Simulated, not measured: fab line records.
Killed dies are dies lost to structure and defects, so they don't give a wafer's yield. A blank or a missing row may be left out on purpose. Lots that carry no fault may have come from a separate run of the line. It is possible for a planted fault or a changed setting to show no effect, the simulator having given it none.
Chamber matching | flow n5-finfet | 4 sister chambers for N5_BEOL_M11_STRIP_19 on rie-diel-06
The step strips in O2. 4 wafers are shown with their chamber, then 10 later ones without.

== EACH WAFER AND ITS CHAMBER ==
wafer  | chamber | drypump-motor-current-A (A)
L091.4 | 1       | 5.4
L091.5 | 3       | 5.8
L093.3 | 2       | 5.8
L093.4 | 0       | 5.5

== WAFERS WITH NO CHAMBER GIVEN ==
wafer  | drypump-motor-current-A (A)
L093.6 | 5.8
L092.1 | 5.5
L092.2 | 5.4
L092.3 | 5.9
L092.4 | 5.8
L092.5 | 5.5
L092.6 | 5.4
L090.1 | 5.8
L090.3 | 5.4
L090.5 | 5.5

== THE CHAMBER EACH PASSED THROUGH ==
wafer  | from the rows above     | in truth
L093.6 | can't be placed: 2 or 3 | 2
L092.1 | 0                       | 0
L092.2 | 1                       | 1
L092.3 | can't be placed: 2 or 3 | 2
L092.4 | can't be placed: 2 or 3 | 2
L092.5 | 0                       | 0
L092.6 | 1                       | 1
L090.1 | can't be placed: 2 or 3 | 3
L090.3 | 1                       | 1
L090.5 | 0                       | 0
Correct placement for 6 of the 10. Cannot be placed on the basis of these rows: 4; the candidates contain the true chamber in 4. 0 placed wrongly.
How it was worked out, from the rows above alone: a wafer's distance from a chamber is the root of the sum, over the readings, of the square of ((its reading less the chamber's mean) divided by the reading's scatter). If the next closest chamber is less than 2 further off than the closest, the wafer can't be placed; otherwise it belongs to the closest. Each chamber's mean is taken over the wafers shown for it. The scatter (one wafer shown for each chamber): square how far every hidden wafer sits from the nearest shown wafer, average those squares and take the square root.
